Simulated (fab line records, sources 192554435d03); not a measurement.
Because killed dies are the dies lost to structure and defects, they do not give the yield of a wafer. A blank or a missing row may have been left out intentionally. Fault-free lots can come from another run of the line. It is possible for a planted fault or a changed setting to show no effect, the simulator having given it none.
Matching of chambers :: flow n5-finfet :: cvd-co-01 running N5_BEOL_M1_CO_CAP_55: 3 sister chambers
The step material Co, precursor CCTBA/H2, target thk 2 nm, time 102.1 s. 30 wafers are shown with their chamber, then 12 later ones without.

WAFERS WITH THEIR CHAMBER
wafer: L075.2
chamber: 0
heater-power-w (W): 201

wafer: L075.4
chamber: 1
heater-power-w (W): 223

wafer: L075.5
chamber: 2
heater-power-w (W): 213

wafer: L079.1
chamber: 2
heater-power-w (W): 208

wafer: L079.2
chamber: 0
heater-power-w (W): 199

wafer: L079.6
chamber: 1
heater-power-w (W): 227

wafer: L082.2
chamber: 0
heater-power-w (W): 200

wafer: L082.3
chamber: 2
heater-power-w (W): 209

wafer: L082.4
chamber: 0
heater-power-w (W): 206

wafer: L081.2
chamber: 1
heater-power-w (W): 232

wafer: L081.3
chamber: 2
heater-power-w (W): 215

wafer: L081.5
chamber: 1
heater-power-w (W): 229

wafer: L084.1
chamber: 0
heater-power-w (W): 196

wafer: L084.2
chamber: 2
heater-power-w (W): 212

wafer: L084.4
chamber: 0
heater-power-w (W): 200

wafer: L085.2
chamber: 2
heater-power-w (W): 207

wafer: L085.4
chamber: 1
heater-power-w (W): 226

wafer: L085.6
chamber: 2
heater-power-w (W): 214

wafer: L095.2
chamber: 1
heater-power-w (W): 235

wafer: L095.5
chamber: 0
heater-power-w (W): 199

wafer: L095.6
chamber: 1
heater-power-w (W): 233

wafer: L094.3
chamber: 0
heater-power-w (W): 201

wafer: L094.4
chamber: 1
heater-power-w (W): 226

wafer: L094.5
chamber: 0
heater-power-w (W): 201

wafer: L089.3
chamber: 1
heater-power-w (W): 229

wafer: L089.5
chamber: 0
heater-power-w (W): 204

wafer: L089.6
chamber: 1
heater-power-w (W): 228

wafer: L092.2
chamber: 2
heater-power-w (W): 210

wafer: L092.4
chamber: 2
heater-power-w (W): 218

wafer: L092.6
chamber: 0
heater-power-w (W): 206

SIGNATURES (means of the wafers above)
reading: heater-power-w
chamber 0: 201.18
chamber 1: 228.80
chamber 2: 211.78
scatter within a chamber: 3.43
Rule: for a wafer and a chamber, the distance is found by dividing, reading by reading, the gap between the wafer's reading and the chamber's mean by the reading's scatter, squaring, summing and taking the root. The wafer belongs to the nearest chamber; if the next one is less than 2 further off, it can't be placed. How the scatter is found: for the shown wafers, subtract from each reading the mean of its chamber, square and add these, divide the total by (wafers less chambers), then take the root.

WAFERS WITH NO CHAMBER GIVEN
wafer: L087.1
heater-power-w (W): 212

wafer: L087.2
heater-power-w (W): 199

wafer: L087.3
heater-power-w (W): 230

wafer: L093.2
heater-power-w (W): 202

wafer: L093.3
heater-power-w (W): 234

wafer: L093.6
heater-power-w (W): 231

wafer: L086.3
heater-power-w (W): 224

wafer: L086.4
heater-power-w (W): 205

wafer: L086.5
heater-power-w (W): 211

wafer: L097.1
heater-power-w (W): 208

wafer: L097.3
heater-power-w (W): 197

wafer: L097.6
heater-power-w (W): 215

EACH ONE'S CHAMBER
wafer: L087.1
from the rows above: 2
in truth: 2

wafer: L087.2
from the rows above: 0
in truth: 0

wafer: L087.3
from the rows above: 1
in truth: 1

wafer: L093.2
from the rows above: 0
in truth: 0

wafer: L093.3
from the rows above: 1
in truth: 1

wafer: L093.6
from the rows above: 1
in truth: 1

wafer: L086.3
from the rows above: 1
in truth: 1

wafer: L086.4
from the rows above: can't be placed: 0 or 2
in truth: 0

wafer: L086.5
from the rows above: 2
in truth: 2

wafer: L097.1
from the rows above: can't be placed: 2 or 0
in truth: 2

wafer: L097.3
from the rows above: 0
in truth: 0

wafer: L097.6
from the rows above: 2
in truth: 2
Placed correctly: 10 of 12. Not placeable from these rows: 2 (in 2, the candidates include the true chamber). Number placed wrongly: 0.
